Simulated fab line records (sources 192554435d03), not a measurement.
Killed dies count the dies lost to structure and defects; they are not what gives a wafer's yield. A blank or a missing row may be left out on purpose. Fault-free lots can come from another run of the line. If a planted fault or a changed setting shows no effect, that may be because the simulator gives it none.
fab line records	flow n5-finfet
record lots=24	wafers=72	last-day=19
route steps=1938 shown STI_FIN_REVEAL@188 DUMMY_GATE@214
lots untouched by any fault: they come from a run of this same line in which no faults occurred
start-h: the number of hours between the record's first day and the start of the first shown wafer of the lot	wait-h: hours from the lot's prior step to this one	" same as the row above	L1.1+2: a row that stands for several wafers	- no value present, or no start provided	* or withheld: withheld	< > ~ a bound
route shown NAME@n: a module of which the file shows steps, and the number in the route of the first	usual: mean/standard deviation of fault-free wafers	same: alike in all rows	chamber/n: place in a boat	sites: per-site readings	_std_site: standard deviation of those values	_edge_site: outer sites' mean less inner sites'	radius-mm: for every site, how far away it sits from the centre of the wafer	mask NAME#n: copy n	behind: the last tool/chamber to shape the wafer	hold: what put the lot on hold/how long, in hours/how the hold closed	device: the n, p or np transistor that did not switch	end of line: the route-end tests of the same wafers	step lacking rows: just its recipe	killed: dies lost to structure and defects at the first sort, not the wafer's yield	map: a wafer's dies, x killed, . not, _ none there
set.NAME: the run value of the setting; set.NAME@STEP: its run value at that earlier step	model.NAME: the simulator's own value behind a step, which no gauge read
a sample of lots followed through the steps of the route, with each step as a table and each wafer as a row
services: when a tool's chamber went out of use (start-h, in hours from the record's first day, below 0 if earlier), for how many hours, and the reason
## steps
# step N5_STI_FIN_REVEAL_THK_MEAS_05
# usual thk-nm=131.8/0.96
lot.wafer	tool	chamber	start-h	wait-h	thk-nm
L074.1	film-metro-01	-	34.30	-	132.5
L074.3	"	-	"	"	130.8
L074.5	"	-	"	"	132.1
L075.2	film-metro-01	-	43.83	-	133.0
L075.4	"	-	"	"	132.2
L075.5	"	-	"	"	132.8
L076.3	film-metro-02	-	46.93	-	132.7
L076.4	"	-	"	"	132.1
L076.6	"	-	"	"	132.0
L077.2	film-metro-02	-	52.35	-	131.6
L077.4	"	-	"	"	132.2
L077.5	"	-	"	"	132.3
L078.1	film-metro-01	-	57.27	-	132.1
L078.3	"	-	"	"	131.4
L078.5	"	-	"	"	130.3
L079.1	film-metro-01	-	63.58	-	131.2
L079.2	"	-	"	"	130.6
L079.6	"	-	"	"	131.7
L080.2	film-metro-02	-	69.04	-	130.3
L080.3	"	-	"	"	131.2
L080.4	"	-	"	"	132.2
L081.2	film-metro-01	-	76.48	-	129.6
L081.3	"	-	"	"	130.7
L081.5	"	-	"	"	131.6
L082.2	film-metro-01	-	80.75	-	132.2
L082.3	"	-	"	"	134.3
L082.4	"	-	"	"	132.0
L083.1	film-metro-01	-	87.61	-	131.2
L083.2	"	-	"	"	131.6
L083.4	"	-	"	"	130.8
L084.1	film-metro-02	-	94.91	-	130.9
L084.2	"	-	"	"	131.9
L084.4	"	-	"	"	130.7
L085.2	film-metro-02	-	102.50	-	131.4
L085.4	"	-	"	"	133.0
L085.6	"	-	"	"	132.2
L086.3	film-metro-01	-	109.30	-	130.9
L086.4	"	-	"	"	130.4
L086.5	"	-	"	"	130.1
L087.1	film-metro-02	-	113.51	-	131.9
L087.2	"	-	"	"	131.8
L087.3	"	-	"	"	132.0
L088.2	film-metro-01	-	118.11	-	133.3
L088.3	"	-	"	"	132.0
L088.5	"	-	"	"	131.8
L089.3	film-metro-02	-	125.45	-	131.1
L089.5	"	-	"	"	131.0
L089.6	"	-	"	"	131.3
L090.1	film-metro-02	-	129.80	-	130.8
L090.3	"	-	"	"	133.1
L090.6	"	-	"	"	130.4
L091.1	film-metro-01	-	135.78	-	132.6
L091.2	"	-	"	"	132.0
L091.3	"	-	"	"	131.7
L092.2	film-metro-01	-	141.94	-	131.3
L092.4	"	-	"	"	131.3
L092.6	"	-	"	"	130.6
L093.2	film-metro-01	-	148.11	-	131.8
L093.3	"	-	"	"	132.0
L093.6	"	-	"	"	130.8
L094.3	film-metro-02	-	154.37	-	132.0
L094.4	"	-	"	"	132.1
L094.5	"	-	"	"	132.5
L095.2	film-metro-01	-	160.52	-	131.0
L095.5	"	-	"	"	132.2
L095.6	"	-	"	"	132.5
L096.1	film-metro-01	-	166.18	-	131.7
L096.4	"	-	"	"	132.7
L096.5	"	-	"	"	131.1
L097.1	film-metro-02	-	176.74	-	132.5
L097.3	"	-	"	"	133.7
L097.6	"	-	"	"	130.9
# step N5_STI_FIN_REVEAL_CD_MEAS_22
# recipe target-cd-nm=6.238	pitch-nm=28	polarity=line
# usual cd-nm=6.16/0.25
lot.wafer	tool	chamber	start-h	wait-h	cd-nm
L074.1	cd-sem-03	-	37.54	0.0	6.61
L074.3	"	-	"	"	6.39
L074.5	"	-	"	"	6.19
L075.2	cd-sem-03	-	47.03	0.0	5.82
L075.4	"	-	"	"	6.14
L075.5	"	-	"	"	6.10
L076.3	cd-sem-03	-	50.23	0.0	5.98
L076.4	"	-	"	"	6.32
L076.6	"	-	"	"	6.35
L077.2	cd-sem-01	-	55.94	0.0	5.89
L077.4	"	-	"	"	6.51
L077.5	"	-	"	"	6.59
L078.1	cd-sem-02	-	61.13	0.0	5.78
L078.3	"	-	"	"	6.39
L078.5	"	-	"	"	6.40
L079.1	cd-sem-02	-	66.77	0.0	6.24
L079.2	"	-	"	"	6.07
L079.6	"	-	"	"	6.20
L080.2	cd-sem-03	-	72.24	0.0	5.79
L080.3	"	-	"	"	6.12
L080.4	"	-	"	"	6.16
L081.2	cd-sem-01	-	80.00	0.0	6.26
L081.3	"	-	"	"	6.10
L081.5	"	-	"	"	6.19
L082.2	cd-sem-01	-	84.06	0.0	5.90
L082.3	"	-	"	"	5.94
L082.4	"	-	"	"	5.56
L083.1	cd-sem-01	-	90.79	0.0	6.15
L083.2	"	-	"	"	6.16
L083.4	"	-	"	"	5.92
L084.1	cd-sem-01	-	98.17	0.0	6.20
L084.2	"	-	"	"	5.88
L084.4	"	-	"	"	5.87
L085.2	cd-sem-02	-	107.30	0.0	6.12
L085.4	"	-	"	"	6.47
L085.6	"	-	"	"	6.28
L086.3	cd-sem-03	-	112.48	0.0	6.43
L086.4	"	-	"	"	6.48
L086.5	"	-	"	"	6.09
L087.1	cd-sem-02	-	116.89	0.0	6.33
L087.2	"	-	"	"	6.12
L087.3	"	-	"	"	5.64
L088.2	cd-sem-03	-	121.36	0.0	6.20
L088.3	"	-	"	"	6.22
L088.5	"	-	"	"	6.27
L089.3	cd-sem-02	-	128.68	0.0	5.75
L089.5	"	-	"	"	6.46
L089.6	"	-	"	"	6.26
L090.1	cd-sem-01	-	133.20	0.0	6.33
L090.3	"	-	"	"	5.66
L090.6	"	-	"	"	5.93
L091.1	cd-sem-03	-	139.01	0.0	6.52
L091.2	"	-	"	"	6.32
L091.3	"	-	"	"	6.09
L092.2	cd-sem-03	-	145.11	0.0	6.63
L092.4	"	-	"	"	6.29
L092.6	"	-	"	"	6.58
L093.2	cd-sem-03	-	151.33	0.0	5.97
L093.3	"	-	"	"	5.86
L093.6	"	-	"	"	6.55
L094.3	cd-sem-01	-	157.95	0.0	5.75
L094.4	"	-	"	"	6.49
L094.5	"	-	"	"	6.47
L095.2	cd-sem-01	-	164.24	0.0	6.17
L095.5	"	-	"	"	6.28
L095.6	"	-	"	"	6.25
L096.1	cd-sem-03	-	169.51	0.0	5.73
L096.4	"	-	"	"	5.98
L096.5	"	-	"	"	6.02
L097.1	cd-sem-02	-	180.27	0.0	6.26
L097.3	"	-	"	"	6.48
L097.6	"	-	"	"	6.08
# step N5_DUMMY_GATE_ALD_02
# recipe material=SiO2	target-thk-a=20	temp-c=300	ald-precursor-family=BDEAS	ald-co-reactant=O2-plasma	pulse-time-s=1	pressure-torr=2
# usual heater-power-w=462/44	precursor-pulse-height-rel=0.999/0.02
# same pulse-time-s=1
lot.wafer	tool	chamber	start-h	wait-h	heater-power-w	precursor-pulse-height-rel
L074.1	ald-sin-03	0	38.55	0.8	527	0.968
L074.3	"	3	"	"	448	0.996
L074.5	"	2	"	"	398	1.024
L075.2	ald-sin-02	0	47.42	0.2	497	0.979
L075.4	"	2	"	"	501	0.980
L075.5	"	0	"	"	505	0.996
L076.3	ald-sin-01	1	50.44	0.0	427	1.035
L076.4	"	2	"	"	484	0.984
L076.6	"	3	"	"	497	1.021
L077.2	ald-sin-01	3	56.15	0.0	477	1.003
L077.4	"	2	"	"	488	0.995
L077.5	"	0	"	"	508	1.000
L078.1	ald-sin-01	3	61.38	0.1	483	1.022
L078.3	"	1	"	"	441	0.977
L078.5	"	0	"	"	520	0.971
L079.1	ald-sin-03	0	66.99	0.0	506	0.981
L079.2	"	2	"	"	396	0.961
L079.6	"	3	"	"	438	1.009
L080.2	ald-sin-03	2	72.45	0.0	401	0.979
L080.3	"	1	"	"	427	0.967
L080.4	"	0	"	"	518	0.981
L081.2	ald-sin-03	3	80.21	0.0	450	0.996
L081.3	"	0	"	"	529	0.986
L081.5	"	1	"	"	427	1.027
L082.2	ald-sin-01	1	84.27	0.0	428	0.988
L082.3	"	2	"	"	485	1.009
L082.4	"	1	"	"	440	0.992
L083.1	ald-sin-02	0	91.22	0.2	516	1.008
L083.2	"	2	"	"	510	1.026
L083.4	"	3	"	"	404	1.042
L084.1	ald-sin-01	1	98.53	0.2	441	0.994
L084.2	"	3	"	"	497	1.001
L084.4	"	1	"	"	438	1.027
L085.2	ald-sin-03	0	107.51	0.0	516	0.951
L085.4	"	0	"	"	537	0.980
L085.6	"	2	"	"	380	0.993
L086.3	ald-sin-01	3	112.84	0.2	498	0.978
L086.4	"	2	"	"	466	0.967
L086.5	"	0	"	"	514	1.000
L087.1	ald-sin-01	0	117.11	0.0	526	1.001
L087.2	"	3	"	"	496	0.999
L087.3	"	2	"	"	494	1.014
L088.2	ald-sin-01	2	121.69	0.2	467	1.004
L088.3	"	0	"	"	494	1.020
L088.5	"	2	"	"	483	1.018
L089.3	ald-sin-01	2	129.62	0.8	483	0.999
L089.5	"	2	"	"	487	0.964
L089.6	"	1	"	"	431	1.007
L090.1	ald-sin-02	0	133.99	0.6	494	0.968
L090.3	"	3	"	"	410	0.972
L090.6	"	3	"	"	399	1.013
L091.1	ald-sin-02	2	139.23	0.0	500	1.014
L091.2	"	3	"	"	403	0.994
L091.3	"	1	"	"	458	0.998
L092.2	ald-sin-03	1	145.37	0.1	408	0.974
L092.4	"	2	"	"	372	0.986
L092.6	"	0	"	"	524	1.018
L093.2	ald-sin-01	0	151.61	0.1	513	0.986
L093.3	"	1	"	"	452	1.016
L093.6	"	0	"	"	511	1.011
L094.3	ald-sin-03	2	158.21	0.0	385	0.987
L094.4	"	0	"	"	518	1.024
L094.5	"	3	"	"	454	0.995
L095.2	ald-sin-03	0	165.39	0.9	528	0.996
L095.5	"	2	"	"	379	0.992
L095.6	"	1	"	"	400	0.971
L096.1	ald-sin-03	3	169.76	0.0	454	0.990
L096.4	"	1	"	"	401	0.984
L096.5	"	1	"	"	406	0.995
L097.1	ald-sin-01	1	181.73	1.3	429	0.998
L097.3	"	3	"	"	496	1.023
L097.6	"	3	"	"	487	0.995
# step N5_DUMMY_GATE_CD_MEAS_15
# recipe target-cd-nm=25.8	landing-energy-ev=500	detector=se-inlens
# usual cd-nm=25.07/0.25
# same landing-energy-ev=500
lot.wafer	tool	chamber	start-h	wait-h	cd-nm
L074.1	cd-sem-03	0	48.87	-	25.23
L074.3	"	0	"	"	25.22
L074.5	"	0	"	"	24.74
L075.2	cd-sem-03	0	55.79	-	25.05
L075.4	"	0	"	"	25.09
L075.5	"	0	"	"	25.29
L076.3	cd-sem-02	0	58.82	-	25.21
L076.4	"	0	"	"	24.77
L076.6	"	0	"	"	25.31
L077.2	cd-sem-03	0	66.35	-	25.63
L077.4	"	0	"	"	24.87
L077.5	"	0	"	"	25.18
L078.1	cd-sem-03	0	69.87	-	25.13
L078.3	"	0	"	"	24.96
L078.5	"	0	"	"	25.18
L079.1	cd-sem-03	0	75.36	-	25.17
L079.2	"	0	"	"	25.29
L079.6	"	0	"	"	25.11
L080.2	cd-sem-02	0	80.83	-	24.85
L080.3	"	0	"	"	25.12
L080.4	"	0	"	"	25.17
L081.2	cd-sem-02	0	90.66	-	25.05
L081.3	"	0	"	"	25.04
L081.5	"	0	"	"	24.69
L082.2	cd-sem-03	0	92.68	-	24.97
L082.3	"	0	"	"	25.05
L082.4	"	0	"	"	24.91
L083.1	cd-sem-01	0	99.72	-	25.00
L083.2	"	0	"	"	25.34
L083.4	"	0	"	"	25.40
L084.1	cd-sem-02	0	107.52	-	24.82
L084.2	"	0	"	"	24.87
L084.4	"	0	"	"	24.97
L085.2	cd-sem-01	0	115.90	-	25.36
L085.4	"	0	"	"	25.29
L085.6	"	0	"	"	25.07
L086.3	cd-sem-01	0	127.34	-	25.02
L086.4	"	0	"	"	25.08
L086.5	"	0	"	"	25.03
L087.1	cd-sem-01	0	131.39	-	24.98
L087.2	"	0	"	"	25.01
L087.3	"	0	"	"	25.17
L088.2	cd-sem-01	0	132.94	-	24.77
L088.3	"	0	"	"	24.77
L088.5	"	0	"	"	24.81
L089.3	cd-sem-01	0	139.30	-	25.20
L089.5	"	0	"	"	25.17
L089.6	"	0	"	"	25.24
L090.1	cd-sem-02	0	142.49	-	25.05
L090.3	"	0	"	"	24.85
L090.6	"	0	"	"	24.60
L091.1	cd-sem-03	0	149.44	-	25.15
L091.2	"	0	"	"	25.00
L091.3	"	0	"	"	25.13
L092.2	cd-sem-03	0	153.82	-	24.84
L092.4	"	0	"	"	24.98
L092.6	"	0	"	"	24.87
L093.2	cd-sem-02	0	160.15	-	25.51
L093.3	"	0	"	"	24.65
L093.6	"	0	"	"	25.39
L094.3	cd-sem-01	0	166.59	-	25.60
L094.4	"	0	"	"	25.20
L094.5	"	0	"	"	24.58
L095.2	cd-sem-02	0	173.94	-	25.12
L095.5	"	0	"	"	25.15
L095.6	"	0	"	"	25.08
L096.1	cd-sem-02	0	178.26	-	25.43
L096.4	"	0	"	"	24.67
L096.5	"	0	"	"	25.00
L097.1	cd-sem-01	0	192.06	-	24.97
L097.3	"	0	"	"	24.90
L097.6	"	0	"	"	24.75
# step N5_DUMMY_GATE_ETCH_29
# recipe chemistry=N2/H2	target=underlayer	target-depth-a=130	ion-energy-ev=200	pressure-mtorr=30	source-w=840	bias-w=150	n2-flow-sccm=200	h2-flow-sccm=200
# usual drypump-motor-current-A=5.7/0.72	oes-product-au=0.75/0.066	rf-vpp-V=523.9/2.9	showerhead-plenum-p-Torr=2.54/0.1	throttle-valve-pct=17.98/0.18
lot.wafer	tool	chamber	start-h	wait-h	drypump-motor-current-A	oes-product-au	rf-hours-counter-h	rf-vpp-V	showerhead-plenum-p-Torr	throttle-valve-pct
L074.1	rie-diel-05	0	49.07	0.0	6.7	0.75	159	522.3	2.42	18.18
L074.3	"	1	"	"	6.7	0.76	113	520.6	2.44	17.96
L074.5	"	2	"	"	5.3	0.73	-	527.8	2.64	17.86
L075.2	rie-diel-06	1	56.30	0.0	5.4	0.73	156	522.9	2.53	17.86
L075.4	"	3	"	"	5.5	0.77	142	524.4	2.54	17.98
L075.5	"	0	"	"	6.4	0.87	-	528.6	2.70	17.53
L076.3	rie-diel-01	0	59.01	0.0	5.0	0.80	119	526.7	2.66	18.08
L076.4	"	3	"	"	4.7	0.74	188	523.0	2.53	18.12
L076.6	"	0	"	"	5.0	0.80	-	527.2	2.66	18.06
L077.2	rie-diel-05	2	66.54	0.0	5.3	0.72	172	526.9	2.64	17.89
L077.4	"	0	"	"	6.7	0.74	164	520.3	2.41	18.17
L077.5	"	1	"	"	6.7	0.76	-	520.8	2.44	17.95
L078.1	rie-diel-05	1	70.10	0.0	6.7	0.76	120	520.0	2.44	17.94
L078.3	"	0	"	"	6.7	0.73	165	521.5	2.41	18.18
L078.5	"	3	"	"	4.9	0.65	-	519.8	2.41	18.24
L079.1	rie-diel-05	1	75.56	0.0	6.7	0.75	122	520.3	2.44	17.95
L079.2	"	3	"	"	5.0	0.65	244	521.2	2.41	18.27
L079.6	"	1	"	"	6.7	0.75	-	521.6	2.44	17.96
L080.2	rie-diel-05	3	81.17	0.0	4.9	0.65	245	519.2	2.41	18.28
L080.3	"	0	"	"	6.7	0.73	169	519.7	2.41	18.18
L080.4	"	2	"	"	5.3	0.72	177	526.4	2.64	17.87
L081.2	rie-diel-05	3	91.68	0.0	4.9	0.66	249	519.9	2.41	18.27
L081.3	"	0	"	"	6.7	0.73	173	520.7	2.41	18.22
L081.5	"	2	"	"	5.3	0.71	-	527.4	2.63	17.89
L082.2	rie-diel-01	3	92.98	0.0	4.7	0.73	199	523.8	2.52	18.15
L082.3	"	1	"	"	5.2	0.72	200	527.2	2.62	17.79
L082.4	"	0	"	"	5.0	0.79	132	525.3	2.66	18.08
L083.1	rie-diel-01	3	99.92	0.0	4.7	0.73	201	522.2	2.52	18.14
L083.2	"	0	"	"	5.0	0.79	134	525.8	2.65	18.11
L083.4	"	1	"	"	5.2	0.72	202	525.8	2.62	17.80
L084.1	rie-diel-06	0	107.81	0.0	6.4	0.84	50	528.3	2.69	17.54
L084.2	"	3	"	"	5.5	0.77	153	525.4	2.54	18.00
L084.4	"	2	"	"	6.5	0.68	244	521.8	2.51	17.95
L085.2	rie-diel-05	2	116.36	0.0	5.3	0.71	191	526.4	2.63	17.91
L085.4	"	1	"	"	6.7	0.75	-	522.0	2.43	18.01
L085.6	"	0	"	"	6.7	0.73	-	521.3	2.41	18.21
L086.3	rie-diel-01	2	127.54	0.0	5.6	0.78	132	523.7	2.53	17.97
L086.4	"	1	"	"	5.2	0.71	208	527.7	2.62	17.83
L086.5	"	0	"	"	5.0	0.79	-	525.3	2.65	18.11
L087.1	rie-diel-05	0	132.13	0.0	6.7	0.72	187	521.7	2.40	18.23
L087.2	"	2	"	"	5.3	0.71	196	526.5	2.63	17.93
L087.3	"	1	"	"	6.7	0.75	143	522.3	2.43	18.00
L088.2	rie-diel-05	0	133.70	0.0	6.7	0.72	188	521.3	2.40	18.20
L088.3	"	3	"	"	4.9	0.97	3	528.3	2.73	17.83
L088.5	"	2	"	"	5.3	0.71	-	527.7	2.63	17.92
L089.3	rie-diel-06	0	139.49	0.0	6.4	0.83	62	527.7	2.69	17.58
L089.5	"	3	"	"	5.4	0.76	-	523.2	2.53	17.99
L089.6	"	1	"	"	5.4	0.72	-	523.8	2.52	17.90
L090.1	rie-diel-01	3	142.69	0.0	4.7	0.73	213	521.8	2.52	18.17
L090.3	"	2	"	"	5.6	0.78	137	523.7	2.53	17.96
L090.6	"	2	"	"	5.6	0.78	-	523.4	2.53	17.95
L091.1	rie-diel-05	2	149.64	0.0	5.3	0.71	201	526.0	2.63	17.92
L091.2	"	0	"	"	6.7	0.72	193	520.7	2.40	18.23
L091.3	"	3	"	"	4.9	0.95	8	528.3	2.73	17.84
L092.2	rie-diel-01	0	154.01	0.0	5.0	0.77	149	528.0	2.65	18.11
L092.4	"	2	"	"	5.6	0.77	141	523.9	2.53	17.97
L092.6	"	2	"	"	5.6	0.78	-	526.1	2.53	17.96
L093.2	rie-diel-06	0	160.44	0.0	6.4	0.82	70	529.3	2.69	17.60
L093.3	"	1	"	"	5.4	0.72	185	524.1	2.52	17.92
L093.6	"	2	"	"	6.5	0.93	-	522.2	2.50	17.54
L094.3	rie-diel-06	3	167.07	0.0	5.5	0.75	176	524.1	2.53	18.03
L094.4	"	0	"	"	6.4	0.83	71	527.2	2.69	17.59
L094.5	"	3	"	"	5.4	0.75	-	523.3	2.53	18.03
L095.2	rie-diel-05	1	174.14	0.0	6.7	0.74	157	521.5	2.43	18.03
L095.5	"	3	"	"	4.9	0.93	-	528.1	2.72	17.87
L095.6	"	0	"	"	6.7	0.71	-	520.5	2.40	18.24
L096.1	rie-diel-01	1	178.79	0.0	5.2	0.70	226	525.0	2.61	17.83
L096.4	"	3	"	"	4.8	0.71	225	523.9	2.51	18.18
L096.5	"	3	"	"	4.7	0.71	-	522.2	2.51	18.19
L097.1	rie-diel-05	1	193.08	0.0	6.7	0.72	166	521.9	2.42	18.03
L097.3	"	2	"	"	5.3	0.69	209	526.2	2.62	17.94
L097.6	"	1	"	"	6.7	0.72	-	519.9	2.42	18.05
# step N5_DUMMY_GATE_ETCH_31
# recipe chemistry=C4F6/O2	target=SiO2	mask-material=SOC	target-depth-a=825	time-s=27.5	ion-energy-ev=250	pressure-mtorr=30	source-w=345	bias-w=185	Ar_flow_sccm=300	C4F6_flow_sccm=10	O2_flow_sccm=10
# usual drypump-motor-current-A=5.7/0.69	oes-product-au=0.75/0.07	rf-vpp-V=667/13	showerhead-plenum-p-Torr=2.86/0.096	throttle-valve-pct=21.29/0.22
lot.wafer	tool	chamber	start-h	wait-h	drypump-motor-current-A	oes-product-au	rf-hours-counter-h	rf-vpp-V	showerhead-plenum-p-Torr	throttle-valve-pct
L074.1	rie-diel-01	1	49.43	0.0	5.2	0.72	184	673	2.96	21.15
L074.3	"	0	"	"	5.0	0.81	117	694	2.96	21.32
L074.5	"	1	"	"	5.2	0.72	-	673	2.96	21.15
L075.2	rie-diel-01	2	56.65	0.0	5.6	0.81	111	689	2.87	21.37
L075.4	"	0	"	"	5.0	0.80	119	696	2.96	21.31
L075.5	"	2	"	"	5.6	0.81	-	689	2.87	21.40
L076.3	rie-diel-05	3	59.37	0.0	4.9	0.66	237	648	2.69	21.43
L076.4	"	2	"	"	5.3	0.74	169	667	2.96	21.24
L076.6	"	3	"	"	4.9	0.65	-	650	2.69	21.42
L077.2	rie-diel-06	2	66.90	0.0	6.5	0.70	234	660	2.82	21.20
L077.4	"	1	"	"	5.4	0.75	159	668	2.83	21.16
L077.5	"	2	"	"	6.5	0.69	-	661	2.82	21.22
L078.1	rie-diel-01	1	70.81	0.1	5.2	0.72	191	672	2.95	21.13
L078.3	"	0	"	"	5.0	0.80	123	695	2.96	21.34
L078.5	"	1	"	"	5.2	0.71	-	673	2.95	21.15
L079.1	rie-diel-05	2	75.92	0.0	5.3	0.73	176	667	2.96	21.25
L079.2	"	1	"	"	6.7	0.75	122	650	2.77	21.40
L079.6	"	3	"	"	4.9	0.65	-	648	2.68	21.44
L080.2	rie-diel-05	2	81.71	0.0	5.3	0.72	178	666	2.96	21.25
L080.3	"	3	"	"	4.9	0.65	245	649	2.68	21.42
L080.4	"	0	"	"	6.7	0.73	169	671	2.74	21.62
L081.2	rie-diel-05	2	92.08	0.1	5.3	0.72	182	666	2.96	21.26
L081.3	"	0	"	"	6.7	0.72	173	673	2.74	21.61
L081.5	"	3	"	"	4.9	0.64	-	650	2.68	21.43
L082.2	rie-diel-05	1	93.34	0.0	6.7	0.75	129	648	2.77	21.42
L082.3	"	2	"	"	5.3	0.72	182	666	2.96	21.24
L082.4	"	3	"	"	4.9	0.65	250	650	2.68	21.42
L083.1	rie-diel-05	0	100.27	0.0	6.7	0.72	176	673	2.74	21.63
L083.2	"	2	"	"	5.3	0.72	184	666	2.96	21.25
L083.4	"	1	"	"	6.7	0.74	-	649	2.77	21.42
L084.1	rie-diel-01	1	108.25	0.1	5.2	0.71	204	673	2.95	21.16
L084.2	"	2	"	"	5.5	0.79	128	688	2.86	21.41
L084.4	"	3	"	"	4.7	0.73	204	670	2.82	21.41
L085.2	rie-diel-05	2	117.05	0.3	5.3	0.72	191	666	2.95	21.26
L085.4	"	1	"	"	6.7	0.75	-	650	2.77	21.44
L085.6	"	2	"	"	5.3	0.72	-	667	2.95	21.25
L086.3	rie-diel-06	0	128.03	0.0	6.4	0.85	55	658	2.98	20.80
L086.4	"	0	"	"	6.4	0.85	-	656	2.98	20.80
L086.5	"	1	"	"	5.4	0.74	-	668	2.82	21.17
L087.1	rie-diel-06	3	132.70	0.2	5.5	0.76	161	658	2.86	21.34
L087.2	"	1	"	"	5.4	0.73	176	666	2.82	21.16
L087.3	"	0	"	"	6.4	0.85	58	658	2.98	20.80
L088.2	rie-diel-05	1	134.30	0.1	6.7	0.74	144	648	2.76	21.45
L088.3	"	0	"	"	6.7	0.71	188	672	2.73	21.65
L088.5	"	3	"	"	5.0	0.97	-	660	3.02	21.07
L089.3	rie-diel-01	1	139.85	0.0	5.2	0.70	214	673	2.94	21.18
L089.5	"	3	"	"	4.7	0.71	-	670	2.81	21.42
L089.6	"	0	"	"	5.0	0.78	-	693	2.95	21.34
L090.1	rie-diel-05	2	143.21	0.2	5.3	0.71	199	667	2.95	21.28
L090.3	"	3	"	"	5.0	0.97	6	659	3.02	21.09
L090.6	"	1	"	"	6.7	0.74	-	649	2.76	21.46
L091.1	rie-diel-06	0	150.00	0.0	6.4	0.84	66	656	2.98	20.82
L091.2	"	3	"	"	5.4	0.75	170	657	2.86	21.36
L091.3	"	1	"	"	5.4	0.73	182	668	2.82	21.20
L092.2	rie-diel-06	0	154.37	0.0	6.4	0.84	68	656	2.98	20.83
L092.4	"	2	"	"	6.5	0.96	1	659	2.81	20.87
L092.6	"	3	"	"	5.5	0.75	-	658	2.86	21.35
L093.2	rie-diel-06	3	160.79	0.0	5.4	0.74	175	658	2.85	21.37
L093.3	"	1	"	"	5.4	0.72	185	667	2.82	21.17
L093.6	"	3	"	"	5.5	0.74	-	657	2.85	21.35
L094.3	rie-diel-06	2	167.56	0.1	6.5	0.93	6	660	2.81	20.89
L094.4	"	0	"	"	6.4	0.83	72	656	2.98	20.81
L094.5	"	0	"	"	6.4	0.83	-	657	2.98	20.81
L095.2	rie-diel-01	1	174.72	0.1	5.2	0.68	225	673	2.94	21.20
L095.5	"	1	"	"	5.2	0.68	-	673	2.94	21.19
L095.6	"	0	"	"	5.0	0.76	-	694	2.94	21.36
L096.1	rie-diel-01	0	179.23	0.1	5.0	0.77	159	693	2.94	21.37
L096.4	"	1	"	"	5.2	0.68	227	674	2.94	21.19
L096.5	"	1	"	"	5.2	0.68	-	673	2.94	21.18
L097.1	rie-diel-05	0	193.61	0.1	6.7	0.69	210	672	2.72	21.68
L097.3	"	3	"	"	4.9	0.91	24	659	3.01	21.09
L097.6	"	2	"	"	5.3	0.70	-	667	2.95	21.30
## services
tool	chamber	start-h	hours	kind
ald-sin-02	-	26.36	14.6	pm
ald-sin-01	-	43.13	2.8	pm
rie-diel-05	-	61.74	0.4	repair
ald-sin-01	0	64.24	46.6	repair
ald-sin-01	3	77.88	15.3	repair
ald-sin-01	2	78.13	2.4	repair
rie-diel-06	-	78.44	14.6	pm
ald-sin-03	-	85.52	14.0	pm
ald-sin-03	0	85.52	14.0	vent-cycle
rie-diel-05	3	93.56	-	clean
rie-diel-05	3	93.56	-	consumable-replace:focus-ring
rie-diel-05	3	93.56	-	consumable-replace:showerhead
rie-diel-05	3	93.56	27.5	scheduled-down
rie-diel-05	3	93.56	27.5	vent-cycle
ald-sin-03	-	111.24	6.0	pm
rie-diel-06	2	128.02	-	clean
rie-diel-06	2	128.02	-	consumable-replace:focus-ring
rie-diel-06	2	128.02	22.3	scheduled-down
rie-diel-06	2	128.02	22.3	vent-cycle
ald-sin-03	-	157.30	0.3	repair
ald-sin-02	1	160.35	15.6	repair
rie-diel-05	2	167.42	14.2	repair
rie-diel-06	-	168.33	28.1	pm
ald-sin-02	-	176.75	14.0	pm
## key
fault none
